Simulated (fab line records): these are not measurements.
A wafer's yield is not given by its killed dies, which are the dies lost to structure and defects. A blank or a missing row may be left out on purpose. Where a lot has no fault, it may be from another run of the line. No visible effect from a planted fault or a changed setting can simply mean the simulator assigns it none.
A struck lot beside a sound one | flow n5 finfet | 36 out of 1938 route steps
Sound: the wafers L354.2, L354.3, L354.4. Wafers struck: L357.2, L357.4, L357.5. Last of all comes the cause.
At each step with rows: each side's tool, then ch and its chambers, then its first start. Under that, the readings that differ: sound wafers | struck wafers | difference of the means | sigmas: that difference in standard deviations of wafers without a fault.
alike: a reading whose means differ by less than 2 such deviations, as well as words and numbers matching on both sides. not compared: withheld readings; readings where some wafer has no value; bounds like >300 that might hide an equal value; numbers whose values overlap and for which the record gives no deviation.
A row with sigmas, a row that says differs or no value, or rows on one side alone: a step with any of these is where the two part. Numbers that have no deviation but don't overlap get no sigmas and don't part them. A reading that every wafer of one side lacks parts them only if that side has two wafers or more.

first, 9 steps without rows for these wafers: N5_BEOL_M4_ANNEAL_95 (time 240 s); N5_BEOL_M4_SPUTTER_96 (material Cu, target thk 4.5 nm, time 8.29 s); N5_BEOL_M4_ECD_50 (material Cu, target thk 300 nm); N5_BEOL_M4_ANNEAL_51 (time 90 s); N5_BEOL_M4_CMP_52 (polishes, stops on SiOC, t overpolish 6.8 s, target thk 40 nm); N5_BEOL_M4_PRE_CLEAN_60 (time 15 s); N5_BEOL_M4_CO_CAP_55 (material Co, precursor CCTBA/H2, target thk 2 nm, time 102.1 s); N5_BEOL_M4_PRE_CLEAN_56 (time 15 s); N5_BEOL_M4_DEP_57 (deposits SiCN from 3MS/NH3, target thk 8 nm, time 14 s).
N5_BEOL_M4_RC_MEAS_101:
  sound on prober-02 ch 0, day 10 10:16; struck on prober-02 ch 0, day 11 08:52
  reading   | sound                | struck               | difference | sigmas
  VT_P (mV) | -254.9 -253.2 -254.6 | -249.2 -248.0 -246.7 | +6.3       | +2
  alike: DIBL_N, DIBL_P, IOFF_N, IOFF_P, ION_N, ION_P, SS_N, SS_P, VT_N
then, 24 steps without rows for these wafers: N5_BEOL_M5_ILD_DEP_00 (deposits SiCOH lowk from DEMS/porogen, target thk 140.64 nm, time 25.9 s); N5_BEOL_M5_CURE_79 (cures SiCOH lowk, time 240 s); N5_BEOL_M5_PECVD_70 (deposits SiO2 from TEOS/O2, target thk 16 nm, time 18 s); N5_BEOL_M5_HM_DEP_02 (deposits TiN, target thk 20 nm); N5_BEOL_M5_COAT_59 (time 60 s, resist thk 60 nm); N5_BEOL_M5_COAT_60 (time 60 s, resist thk 12 nm); N5_BEOL_M5_COAT_71 (time 60 s, resist thk 5 nm); N5_BEOL_M5_COAT_05 (resist thk 30 nm); N5_BEOL_M5_EBR_07; N5_BEOL_M5_SOFTBAKE_06 (time 60 s); N5_BEOL_M5_EXPOSE_08 (exposes mask M5, target cd 28 nm); N5_BEOL_M5_PEB_09 (peb time 60 s); N5_BEOL_M5_DEVELOP_10 (develop time 30 s); N5_BEOL_M5_DESCUM_16 (chemistry O2, time 7 s); N5_BEOL_M5_ETCH_72 (etches underlayer in N2/H2, target depth 6.5 nm, time 5.2 s); N5_BEOL_M5_ETCH_61 (etches SiARC in CF4, target depth 15.6 nm, time 26 s); N5_BEOL_M5_ETCH_62 (etches SOC in N2/H2, target depth 75 nm, overetch 15 nm, time 112.5 s); N5_BEOL_M5_STRIP_63 (strips in N2/H2); N5_BEOL_M5_STRIP_73 (strips in N2/H2); N5_BEOL_M5_STRIP_64 (strips in CF4); N5_BEOL_M5_HM_OPEN_17 (chemistry Cl2/BCl3, target TiN, target depth 20 nm, overetch 6 nm); N5_BEOL_M5_STRIP_19 (strips in O2); N5_BEOL_M5_COAT_65 (time 60 s, resist thk 60 nm); N5_BEOL_M5_COAT_66 (time 60 s, resist thk 12 nm).
N5_BEOL_M6_ETCH_41: etches SiCN in CH3F/O2, target depth 29.7 nm, time 52 s.
  sound on rie diel-05 ch 0,1,2, day 11 05:35; struck on rie diel-05 ch 0,3, day 12 02:43
  no value came back on the struck wafers for any of 7 readings (CH3F_flow_sccm (sccm), O2_flow_sccm (sccm) and others); on the sound wafers CH3F_flow_sccm (sccm) reads 30.04 30.08 29.91
  not compared: rf hours counter h
-- record jumps: 4 days separate the struck wafers' starts on either side; left off in module BEOL_M6, taken up again in module PASSIVATION, whose first shown step is the route's number 1936 --
N5_PASSIVATION_PROBE_49:
  struck on prober-01, day 16 00:17; sound on prober-02, day 14 19:57
  reading                  | sound          | struck         | difference | sigmas
  defect limited yield (%) | 90.8 91.4 91.4 | 0 0 0          | -91        | -61
  killed_at_M4_up          | 20 26 8        | 1078 1106 1095 | +1075      | +99 or more
  killed dies              | 109 102 102    | 1180 1180 1180 | +1076      | +63
  killed on rim            | 16 14 14       | 152 152 152    | +137       | +32
  sort_bin_5_function (%)  | 5.4 5.6 5.0    | 96.4 96.8 96.7 | +91.3      | +96
  sort n pass              | 1071 1078 1078 | 0 0 0          | -1076      | -63
  sort yield pct (%)       | 90.8 91.4 91.4 | 0 0 0          | -91        | -61
  alike: killed_at_M0_to_M3, killed at contacts, killed at front end, killed at other, killed open, killed short, sort_bin_6_memory

WHERE THEY PART
Earliest at N5_BEOL_M4_RC_MEAS_101; latest, in this record, at N5_PASSIVATION_PROBE_49.

WHY: the cause the simulator had injected
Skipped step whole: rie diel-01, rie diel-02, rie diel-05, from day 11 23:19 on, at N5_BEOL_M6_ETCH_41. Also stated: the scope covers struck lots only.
